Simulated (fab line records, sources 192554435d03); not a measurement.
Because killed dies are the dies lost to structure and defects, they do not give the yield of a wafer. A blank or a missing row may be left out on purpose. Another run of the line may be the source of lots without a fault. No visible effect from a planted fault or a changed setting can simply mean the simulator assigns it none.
Which tool is to blame? / flow n5Finfet / 9 lots, 27 wafers sampled, at 5 steps of a route of 1938

== WHAT EACH GAUGE READ, for each wafer ==
N5_BEOL_M11_THK_MEAS_53: measures by xrf.
lot=L543; measured=day 10 21:41; on=filmMetro-01; M11_THK (nm)=141 135 140
lot=L545; measured=day 11 01:30; on=filmMetro-01; M11_THK (nm)=135 132 134
lot=L548; measured=day 11 10:55; on=filmMetro-02; M11_THK (nm)=136 136 135
lot=L550; measured=day 12 01:25; on=filmMetro-02; M11_THK (nm)=139 134 138
lot=L552; measured=day 12 11:32; on=filmMetro-01; M11_THK (nm)=134 137 133
lot=L557; measured=day 14 13:59; on=filmMetro-01; M11_THK (nm)=141 135 135
lot=L562; measured=day 15 12:26; on=filmMetro-02; M11_THK (nm)=143 138 140
lot=L563; measured=day 15 14:14; on=filmMetro-01; M11_THK (nm)=137 142 138
lot=L566; measured=day 16 22:56; on=filmMetro-01; M11_THK (nm)=141 141 141

N5_BEOL_M11_INSPECT_58: inspects for defects (darkfield).
lot=L543; measured=day 10 21:50; on=defectInspect-02; rawDefectCount=59 47 100
lot=L545; measured=day 11 01:40; on=defectInspect-02; rawDefectCount=57 80 108
lot=L548; measured=day 11 11:06; on=defectInspect-01; rawDefectCount=57 82 76
lot=L550; measured=day 12 01:34; on=defectInspect-02; rawDefectCount=51 54 61
lot=L552; measured=day 12 11:41; on=defectInspect-01; rawDefectCount=36 50 44
lot=L557; measured=day 14 14:08; on=defectInspect-02; rawDefectCount=86 90 90
lot=L562; measured=day 15 12:35; on=defectInspect-01; rawDefectCount=45 91 79
lot=L563; measured=day 15 14:23; on=defectInspect-02; rawDefectCount=46 83 59
lot=L566; measured=day 16 23:05; on=defectInspect-01; rawDefectCount=99 70 88

N5_BEOL_M12_THK_MEAS_01.
lot=L543; measured=day 10 22:00; on=filmMetro-01; M12_ILD_THK (nm)=653 679 665
lot=L545; measured=day 11 01:49; on=filmMetro-01; M12_ILD_THK (nm)=646 654 660
lot=L548; measured=day 11 11:16; on=filmMetro-02; M12_ILD_THK (nm)=663 666 679
lot=L550; measured=day 12 01:44; on=filmMetro-01; M12_ILD_THK (nm)=653 663 656
lot=L552; measured=day 12 11:51; on=filmMetro-02; M12_ILD_THK (nm)=653 668 668
lot=L557; measured=day 14 14:19; on=filmMetro-02; M12_ILD_THK (nm)=740 655 662
lot=L562; measured=day 15 12:46; on=filmMetro-01; M12_ILD_THK (nm)=654 660 666
lot=L563; measured=day 15 14:33; on=filmMetro-01; M12_ILD_THK (nm)=662 658 674
lot=L566; measured=day 16 23:16; on=filmMetro-02; M12_ILD_THK (nm)=652 656 658

== WHAT TOOL EACH LOT RAN ON (gives the tool, then ch and the chambers of the sampled wafers, and finally the start) ==
lot=L543; N5_BEOL_M11_ETCH_66=rieDiel-03 ch 2,3, day 10 18:52; N5_BEOL_M12_ILD_DEP_00=pecvd-01 ch 0,2, day 10 21:52
lot=L545; N5_BEOL_M11_ETCH_66=rieDiel-01 ch 1,2,3, day 10 21:09; N5_BEOL_M12_ILD_DEP_00=pecvd-02 ch 1,2, day 11 01:41
lot=L548; N5_BEOL_M11_ETCH_66=rieDiel-04 ch 1,2, day 11 06:46; N5_BEOL_M12_ILD_DEP_00=pecvd-04 ch 0,1,2, day 11 11:08
lot=L550; N5_BEOL_M11_ETCH_66=rieDiel-01 ch 0,2,3, day 11 20:59; N5_BEOL_M12_ILD_DEP_00=pecvd-04 ch 1,2, day 12 01:36
lot=L552; N5_BEOL_M11_ETCH_66=rieDiel-04 ch 1,2, day 12 08:32; N5_BEOL_M12_ILD_DEP_00=pecvd-04 ch 0,2, day 12 11:43
lot=L557; N5_BEOL_M11_ETCH_66=rieDiel-04 ch 0,2,3, day 14 10:40; N5_BEOL_M12_ILD_DEP_00=pecvd-04 ch 1,2, day 14 14:11
lot=L562; N5_BEOL_M11_ETCH_66=rieDiel-03 ch 0,1,3, day 15 08:53; N5_BEOL_M12_ILD_DEP_00=pecvd-02 ch 1,2, day 15 12:38
lot=L563; N5_BEOL_M11_ETCH_66=rieDiel-04 ch 0,1,2, day 15 10:59; N5_BEOL_M12_ILD_DEP_00=pecvd-02 ch 0,1,2, day 15 14:25
lot=L566; N5_BEOL_M11_ETCH_66=rieDiel-03 ch 1,2,3, day 16 19:32; N5_BEOL_M12_ILD_DEP_00=pecvd-01 ch 0,1, day 16 23:08
- N5_BEOL_M11_ETCH_66: etches SOC in N2/H2, target depth 120 nm, overetch 24 nm, time 180 s.
- N5_BEOL_M12_ILD_DEP_00: deposits SiOC from DEMS/O2, target thk 658.92 nm, time 130.7 s.

== WHAT THE TOOLS THEMSELVES READ (means of the sampled wafers that have a number; where no wafer has one, the mark that the record gives instead) ==
N5_BEOL_M11_ETCH_66.
lot=L543; tool=rieDiel-03; drypumpMotorCurrentA (A)=5.2; n2FlowSccm (sccm)=200.0; oesProductAu (a.u.)=0.67; rfVppV (V)=523.9; showerheadPlenumPTorr (Torr)=2.57; throttleValvePct (%)=17.69
lot=L545; tool=rieDiel-01; drypumpMotorCurrentA (A)=5.5; n2FlowSccm (sccm)=200.1; oesProductAu (a.u.)=0.63; rfVppV (V)=523.1; showerheadPlenumPTorr (Torr)=2.52; throttleValvePct (%)=17.70
lot=L548; tool=rieDiel-04; drypumpMotorCurrentA (A)=6.0; n2FlowSccm (sccm)=200.2; oesProductAu (a.u.)=0.66; rfVppV (V)=522.7; showerheadPlenumPTorr (Torr)=2.49; throttleValvePct (%)=17.44
lot=L550; tool=rieDiel-01; drypumpMotorCurrentA (A)=5.3; n2FlowSccm (sccm)=199.6; oesProductAu (a.u.)=0.65; rfVppV (V)=523.4; showerheadPlenumPTorr (Torr)=2.53; throttleValvePct (%)=17.68
lot=L552; tool=rieDiel-04; drypumpMotorCurrentA (A)=6.0; n2FlowSccm (sccm)=200.3; oesProductAu (a.u.)=0.65; rfVppV (V)=523.2; showerheadPlenumPTorr (Torr)=2.49; throttleValvePct (%)=17.45
lot=L557; tool=rieDiel-04; drypumpMotorCurrentA (A)=5.7; n2FlowSccm (sccm)=199.4; oesProductAu (a.u.)=0.65; rfVppV (V)=522.6; showerheadPlenumPTorr (Torr)=2.48; throttleValvePct (%)=17.64
lot=L562; tool=rieDiel-03; drypumpMotorCurrentA (A)=6.0; n2FlowSccm (sccm)=200.1; oesProductAu (a.u.)=0.72; rfVppV (V)=523.4; showerheadPlenumPTorr (Torr)=2.52; throttleValvePct (%)=17.66
lot=L563; tool=rieDiel-04; drypumpMotorCurrentA (A)=5.9; n2FlowSccm (sccm)=199.8; oesProductAu (a.u.)=0.65; rfVppV (V)=521.4; showerheadPlenumPTorr (Torr)=2.45; throttleValvePct (%)=17.63
lot=L566; tool=rieDiel-03; drypumpMotorCurrentA (A)=5.7; n2FlowSccm (sccm)=199.7; oesProductAu (a.u.)=0.68; rfVppV (V)=523.8; showerheadPlenumPTorr (Torr)=2.55; throttleValvePct (%)=17.77

N5_BEOL_M12_ILD_DEP_00.
lot=L543; tool=pecvd-01; heaterPowerW (W)=455; runLengthS (s)=175.4; showerheadPlenumPTorr (Torr)=5.703; throttleValvePct (%)=11.6
lot=L545; tool=pecvd-02; heaterPowerW (W)=461; runLengthS (s)=176.0; showerheadPlenumPTorr (Torr)=5.680; throttleValvePct (%)=11.7
lot=L548; tool=pecvd-04; heaterPowerW (W)=422; runLengthS (s)=174.9; showerheadPlenumPTorr (Torr)=5.684; throttleValvePct (%)=12.1
lot=L550; tool=pecvd-04; heaterPowerW (W)=477; runLengthS (s)=174.9; showerheadPlenumPTorr (Torr)=5.693; throttleValvePct (%)=12.1
lot=L552; tool=pecvd-04; heaterPowerW (W)=441; runLengthS (s)=175.1; showerheadPlenumPTorr (Torr)=5.692; throttleValvePct (%)=11.9
lot=L557; tool=pecvd-04; heaterPowerW (W)=433; runLengthS (s)=181.0; showerheadPlenumPTorr (Torr)=5.711; throttleValvePct (%)=12.4
lot=L562; tool=pecvd-02; heaterPowerW (W)=455; runLengthS (s)=176.2; showerheadPlenumPTorr (Torr)=5.699; throttleValvePct (%)=11.6
lot=L563; tool=pecvd-02; heaterPowerW (W)=446; runLengthS (s)=176.1; showerheadPlenumPTorr (Torr)=5.681; throttleValvePct (%)=11.6
lot=L566; tool=pecvd-01; heaterPowerW (W)=519; runLengthS (s)=175.4; showerheadPlenumPTorr (Torr)=5.698; throttleValvePct (%)=12.4

== THE ANSWER, worked out from the rows above alone ==
Rule: the usual values come from the lots themselves. Put in order of their means at a reading, lots are off if they are a third of the lots or fewer, leave a main group of 4 or more, and stand apart from it by a gap of 3 or more times the standard deviation of the main group's means; of several such gaps the widest counts. Not used: any main group whose means are identical at the precision the tables above print for the reading. A lot without any number at a reading at which 4 lots or more have one is off too. Any other lot the step has rows for is counted as sound. Order of review: gauges by route order, followed by the tools' own readings, for which a lot's mean as printed above is used. The first step at which some lot is off is used, and at that step the reading that is off furthest; a lot without a number counts as furthest.
Off: at N5_BEOL_M12_THK_MEAS_01 (M12_ILD_THK), L557. Mean 661 nm and standard deviation 5.2 in the main group.
A tool fits if, at a process step before that reading, it ran every lot that is off, and no sound lot after the first of them. The gauges at N5_BEOL_M12_THK_MEAS_01 aren't tried: what is off there is off at N5_BEOL_M12_ILD_DEP_00 too, on other tools, and a gauge's error can't cause that. One candidate fits, namely pecvd-04 at N5_BEOL_M12_ILD_DEP_00. A fault onset in the window from L552 (day 12 11:43, its last sound lot) to L557 (day 14 14:11, its first lot off) fits.
On the lots that are off, the tool's own readings at N5_BEOL_M12_ILD_DEP_00 differ by more than 5 times the standard deviation of the sound lots' means, which bears it out; runLengthS reads 181.0 s there versus 175.5 s on the sound lots.

== WHAT THE SIMULATOR HAD PUT IN ==
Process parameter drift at N5_BEOL_M12_ILD_DEP_00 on pecvd-04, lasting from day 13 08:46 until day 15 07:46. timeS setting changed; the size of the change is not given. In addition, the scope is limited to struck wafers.
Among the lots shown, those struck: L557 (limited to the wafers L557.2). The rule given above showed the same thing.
